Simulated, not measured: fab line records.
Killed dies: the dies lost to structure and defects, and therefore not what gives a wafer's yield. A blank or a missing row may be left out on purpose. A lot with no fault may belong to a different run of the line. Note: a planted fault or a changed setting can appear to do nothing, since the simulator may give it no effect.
A struck lot beside a sound one ; flow nand harc ; 20 steps out of a route of 1302
Sound: wafers L378.1, L378.2, L378.5. Struck: wafers L373.3, L373.5. (L373.6 of the same lot was not struck and is left out.) The cause comes at the end.
For every step that has rows: the tool of each side, followed by ch and its chambers, followed by its first start. Under that, the readings that differ: sound wafers ; struck wafers ; difference of the means ; sigmas: that difference in standard deviations of wafers without a fault.
alike: a reading whose means differ by less than 2 such deviations, as well as words and numbers matching on both sides. not compared: withheld readings; readings where some wafer has no value; bounds like >300 that might hide an equal value; numbers whose values overlap and for which the record gives no deviation.
The two part at a step that has a row with sigmas, a row that says differs or no value, or rows on one side only. Numbers that don't overlap but have no deviation are shown without sigmas and don't part them. Lack of a reading on every wafer of one side parts them only where that side has two or more wafers.

first, 1 step without rows for these wafers: NHARC_A_BLC_SRD_27.
NHARC_A_BLC_INSPECT_28:
  sound: defect inspect-02 at day 28 07:36; struck: defect inspect-01 at day 27 02:46
reading;sound;struck;difference;sigmas
raw defect count;341 381 569;671 767;+289;+3
then, 9 steps without rows for these wafers: NHARC_A_M0_DEP_00 (deposits SiOC, target thk 150 nm); NHARC_A_M0_DEHYDRATE_01 (time 120 s); NHARC_A_M0_HMDS_02 (time 30 s); NHARC_A_M0_COAT_33 (time 65 s); NHARC_A_M0_COAT_03 (resist thk 90 nm); NHARC_A_M0_SOFTBAKE_04 (time 55 s); NHARC_A_M0_EBR_05; NHARC_A_M0_EXPOSE_06 (exposes mask A M0, target cd 80 nm); NHARC_A_M0_PEB_07 (peb time 65 s).
NHARC_A_M0_DEVELOP_08: develop time 35 s.
  sound on litho track-06 ch 0, day 28 08:00; struck on litho track-04 ch 0, day 27 03:00
NHARC_A_M0_CD_MEAS_09: the cd target is 80 nm.
  sound on cd sem-01 ch 0, day 28 08:30; struck on cd sem-02 ch 0, day 27 03:32
reading;sound;struck;difference;sigmas
cd nm (nm);80.8 81.3 82.0;78.7 77.9;-3.1;-3
NHARC_A_M0_OVL_MEAS_10: pitch 160 nm.
  sound: overlay-02 at day 28 08:35; struck: overlay-01 at day 27 03:38
reading;sound;struck;difference;sigmas
overlay y nm (nm);-0.7 -0.6 -0.6;2.0 1.6;+2.4;+3
  alike: overlay x nm
NHARC_A_M0_INSPECT_11:
  sound: defect inspect-01 at day 28 08:37; struck: defect inspect-02 at day 27 03:40
  alike: raw defect count
NHARC_A_M0_DESCUM_14: chemistry O2, time 3 s.
  sound on rie diel-09 ch 0,1, day 28 08:41; struck on rie diel-07 ch 2, day 27 03:44
reading;sound;struck;difference;sigmas
model.A_M0.cd nm (nm);80.64 80.93 81.83;78.43 77.89;-2.97;
  alike: drypump motor current A, oes product au, rf vpp V, showerhead plenum p Torr, throttle valve pct
  not compared: rf hours counter h
NHARC_A_M0_ETCH_34: etches the open film in N2/H2, target depth 40 nm, overetch 12 nm, time 43.94 s.
  sound on rie diel-09 ch 0,2,3, day 28 08:47; struck on rie diel-07 ch 3, day 27 03:49
  alike: drypump motor current A, n2 flow sccm, oes product au, rf vpp V, showerhead plenum p Torr, throttle valve pct
  not compared: rf hours counter h
NHARC_A_M0_ETCH_15: etches the open film in C4F8/Ar, target depth 150 nm, overetch 15 nm, time 82.5 s.
  sound: rie diel-09 ch 0,1,3; struck: rie diel-07 ch 0,2
reading;sound;struck;difference;sigmas
rf vpp V (V);442.1 443.0 446.3;438.3 437.1;-6.1;-2
model.A_M0.cd nm (nm);79.99 81.21 82.23;78.51 78.05;-2.86;
  alike: oes product au
  not compared: rf hours counter h
NHARC_A_M0_CD_MEAS_16:
  sound: cd sem-02 at day 28 08:59; struck: cd sem-01 at day 27 04:02
reading;sound;struck;difference;sigmas
cd nm (nm);80.2 80.9 82.4;78.3 78.0;-3.0;-3
NHARC_END_SORT_01:
  the record has rows for the sound wafers here (prober-01 ch 0, day 29 21:38) and none for the struck ones

== WHERE THEY PART ==
Last at NHARC_END_SORT_01 as far as this record goes, first at NHARC_A_BLC_INSPECT_28.

WHY: whatever the simulator had introduced
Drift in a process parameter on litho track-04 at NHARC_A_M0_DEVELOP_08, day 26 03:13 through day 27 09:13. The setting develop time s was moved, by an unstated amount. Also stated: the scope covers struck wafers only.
